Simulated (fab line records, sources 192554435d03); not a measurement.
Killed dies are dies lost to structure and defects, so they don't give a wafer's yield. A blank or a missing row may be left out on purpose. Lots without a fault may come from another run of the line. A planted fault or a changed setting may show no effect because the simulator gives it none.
Chamber matching | flow n5_finfet | N5_BEOL_M1_STRIP_19 on rie_diel-06: 4 sister chambers
The step strips in O2. 4 wafers are shown with their chamber, then 7 later ones without.

WAFERS WITH THEIR CHAMBER
wafer  | chamber | showerhead_plenum_p_Torr (Torr)
L085.4 | 2       | 1.97
L086.5 | 3       | 2.02
L090.2 | 1       | 2.18
L090.3 | 0       | 2.14

WAFERS WITHOUT THEIR CHAMBER
wafer  | showerhead_plenum_p_Torr (Torr)
L090.5 | 2.02
L092.2 | 2.23
L092.4 | 2.14
L092.5 | 2.23
L096.2 | 2.01
L096.4 | 2.18
L096.5 | 2.18

WHICH CHAMBER EACH WENT THROUGH
wafer  | from the rows above     | in truth
L090.5 | can't be placed: 3 or 2 | 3
L092.2 | can't be placed: 1 or 0 | 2
L092.4 | can't be placed: 0 or 1 | 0
L092.5 | can't be placed: 1 or 0 | 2
L096.2 | can't be placed: 3 or 2 | 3
L096.4 | can't be placed: 1 or 0 | 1
L096.5 | can't be placed: 1 or 0 | 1
Placed correctly: 0 of 7. Can't be placed from these rows: 7 (the true chamber is among the candidates in 5). Placed wrongly: 0.
How it was worked out, from the rows above alone: a wafer's distance from a chamber is the root of the sum, over the readings, of the square of ((its reading less the chamber's mean) divided by the reading's scatter). The wafer belongs to the nearest chamber; if the next one is less than 2 further off, it can't be placed. A chamber's mean is the mean of its shown wafers. The scatter: with one shown wafer a chamber, the root of the mean of the squares of how far each hidden wafer lies from its nearest shown one.
